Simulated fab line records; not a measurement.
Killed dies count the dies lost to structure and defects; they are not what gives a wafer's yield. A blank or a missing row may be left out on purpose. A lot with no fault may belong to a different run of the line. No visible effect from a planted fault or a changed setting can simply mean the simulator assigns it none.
What tool caused it? + flow n5_finfet + 32 wafers from 11 lots sampled at 3 of the route's 1938 steps

## WHAT THE GAUGES SHOWED, per wafer
N5_BEOL_M8_CD_MEAS_35: the cd target is 40 nm. Usual: cd_nm reads 40.1 nm (standard deviation 0.55).
| lot  | measured     | on        | cd_nm (nm)     | flag |
|------|--------------|-----------|----------------|------|
| L201 | day 9 19:05  | cd_sem-02 | 40.2 40.7 40.4 |      |
| L204 | day 10 16:04 | cd_sem-03 | 40.0 40.5 41.1 |      |
| L205 | day 11 01:59 | cd_sem-02 | 39.9 39.1 40.9 |      |
| L209 | day 12 11:32 | cd_sem-01 | 40.7 40.2 39.4 |      |
| L211 | day 12 17:51 | cd_sem-01 | 39.0 39.2 39.7 |      |
| L210 | day 12 22:27 | cd_sem-01 | 40.4 40.8 40.4 |      |
| L214 | day 14 00:20 | cd_sem-01 | 39.8 40.4      |      |
| L216 | day 14 04:22 | cd_sem-02 | 41.0 39.7 40.9 |      |
| L221 | day 15 08:31 | cd_sem-03 | 40.6 39.8 39.9 |      |
| L219 | day 15 08:52 | cd_sem-02 | 40.3 40.7 39.9 |      |
| L220 | day 15 11:16 | cd_sem-01 | 40.4 40.6 40.2 |      |

## EACH LOT AND THE TOOL THAT RAN IT (in order: tool; ch and the chambers of the sampled wafers; start)
| lot  | N5_BEOL_M8_HM_OPEN_17             | N5_BEOL_M8_ETCH_41                 |
|------|-----------------------------------|------------------------------------|
| L201 | rie_metal-01 ch 0,1, day 9 17:25  | rie_diel-04 ch 1,2,3, day 9 18:49  |
| L204 | rie_metal-02 ch 0,1, day 10 13:47 | rie_diel-03 ch 2,3, day 10 15:46   |
| L205 | rie_metal-01 ch 0,1, day 10 23:08 | rie_diel-03 ch 0,1, day 11 01:42   |
| L209 | rie_metal-02 ch 0,1, day 12 08:25 | rie_diel-03 ch 0,1,2, day 12 11:16 |
| L211 | rie_metal-02 ch 0,1, day 12 15:53 | rie_diel-03 ch 2,3, day 12 17:34   |
| L210 | rie_metal-02 ch 0,1, day 12 19:17 | rie_diel-03 ch 0,1,2, day 12 22:10 |
| L214 | rie_metal-01 ch 0,1, day 13 20:06 | rie_diel-03 ch 1,2, day 14 00:03   |
| L216 | rie_metal-01 ch 0,1, day 14 01:31 | rie_diel-03 ch 0,1,2, day 14 04:05 |
| L221 | rie_metal-03 ch 0,1, day 15 05:04 | rie_diel-04 ch 0,2,3, day 15 08:14 |
| L219 | rie_metal-03 ch 0,1, day 15 05:37 | rie_diel-05 ch 0,3, day 15 08:35   |
| L220 | rie_metal-03 ch 0,1, day 15 09:35 | rie_diel-05 ch 2,3, day 15 10:59   |
- N5_BEOL_M8_HM_OPEN_17: chemistry Cl2/BCl3, target TiN, target depth 20 nm, overetch 6 nm.
- N5_BEOL_M8_ETCH_41: etches SiCN in CH3F/O2, target depth 31.9 nm, time 57.8 s.

## WHAT THE TOOLS THEMSELVES READ (means of the sampled wafers that have a number; where no wafer has one, the mark that the record gives instead)
N5_BEOL_M8_HM_OPEN_17. Usual: drypump_motor_current_A 5.4 A, standard deviation 0.47; oes_ar_750_au 0.74 a.u., standard deviation 0.088; oes_product_au 0.64 a.u., standard deviation 0.071; throttle_valve_pct 22.1 %, standard deviation 0.32.
| lot  | tool         | drypump_motor_current_A (A) | oes_ar_750_au (a.u.) | oes_product_au (a.u.) | throttle_valve_pct (%) | flag |
|------|--------------|-----------------------------|----------------------|-----------------------|------------------------|------|
| L201 | rie_metal-01 | 4.9                         | 0.75                 | 0.65                  | 21.9                   |      |
| L204 | rie_metal-02 | 5.8                         | 0.79                 | 0.66                  | 22.0                   |      |
| L205 | rie_metal-01 | 4.9                         | 0.74                 | 0.64                  | 21.9                   |      |
| L209 | rie_metal-02 | 5.6                         | 0.76                 | 0.65                  | 22.1                   |      |
| L211 | rie_metal-02 | 5.6                         | 0.76                 | 0.65                  | 22.1                   |      |
| L210 | rie_metal-02 | 5.7                         | 0.75                 | 0.65                  | 22.1                   |      |
| L214 | rie_metal-01 | 5.0                         | 0.75                 | 0.66                  | 21.9                   |      |
| L216 | rie_metal-01 | 5.0                         | 0.77                 | 0.66                  | 21.8                   |      |
| L221 | rie_metal-03 | 5.5                         | 0.86                 | 0.75                  | 22.5                   |      |
| L219 | rie_metal-03 | 5.5                         | 0.87                 | 0.75                  | 22.5                   |      |
| L220 | rie_metal-03 | 5.2                         | 0.75                 | 0.65                  | 22.4                   |      |

N5_BEOL_M8_ETCH_41. Usual: drypump_motor_current_A 6.0 A, standard deviation 0.44; oes_product_au 0.80 a.u., standard deviation 0.1; rf_vpp_V 297.3 V, standard deviation 1.5; showerhead_plenum_p_Torr 2.00 Torr, standard deviation 0.065; throttle_valve_pct 16.24 %, standard deviation 0.27.
| lot  | tool        | drypump_motor_current_A (A) | oes_product_au (a.u.) | rf_vpp_V (V) | showerhead_plenum_p_Torr (Torr) | throttle_valve_pct (%) | flag |
|------|-------------|-----------------------------|-----------------------|--------------|---------------------------------|------------------------|------|
| L201 | rie_diel-04 | 6.2                         | 0.72                  | 296.6        | 1.98                            | 16.31                  |      |
| L204 | rie_diel-03 | 5.8                         | 0.75                  | 298.0        | 2.03                            | 16.71                  |      |
| L205 | rie_diel-03 | 6.2                         | 0.78                  | 295.8        | 1.96                            | 16.19                  |      |
| L209 | rie_diel-03 | 6.0                         | 0.84                  | 296.3        | 1.99                            | 16.33                  |      |
| L211 | rie_diel-03 | 5.7                         | 0.89                  | 296.9        | 1.99                            | 16.42                  |      |
| L210 | rie_diel-03 | 6.0                         | 0.82                  | 297.4        | 1.99                            | 16.35                  |      |
| L214 | rie_diel-03 | 6.3                         | 1.03                  | 297.6        | 1.99                            | 16.30                  |      |
| L216 | rie_diel-03 | 6.0                         | 0.92                  | 296.7        | 1.99                            | 16.37                  |      |
| L221 | rie_diel-04 | 6.3                         | 0.87                  | 297.1        | 1.97                            | 16.07                  |      |
| L219 | rie_diel-05 | 5.9                         | 0.90                  | 299.3        | 2.09                            | 15.79                  |      |
| L220 | rie_diel-05 | 6.0                         | 0.89                  | 300.0        | 2.09                            | 16.00                  |      |

## THE ANSWER, worked out from the rows above alone
Rule: lot off if the mean of its wafers having a number is beyond 3 standard deviations from the usual mean. A lot without any number at a reading at which 4 lots or more have one is off too. The other lots that the step has rows for count as sound. After the gauges, taken in route order, come the tools' own readings; for these a lot's mean is taken, as printed above. The first step at which some lot is off is used, and at that step the reading that is off furthest; a lot without a number counts as furthest.
No lot is off at any reading shown: from this, nothing can be told.

## WHAT WAS PUT IN BY THE SIMULATOR
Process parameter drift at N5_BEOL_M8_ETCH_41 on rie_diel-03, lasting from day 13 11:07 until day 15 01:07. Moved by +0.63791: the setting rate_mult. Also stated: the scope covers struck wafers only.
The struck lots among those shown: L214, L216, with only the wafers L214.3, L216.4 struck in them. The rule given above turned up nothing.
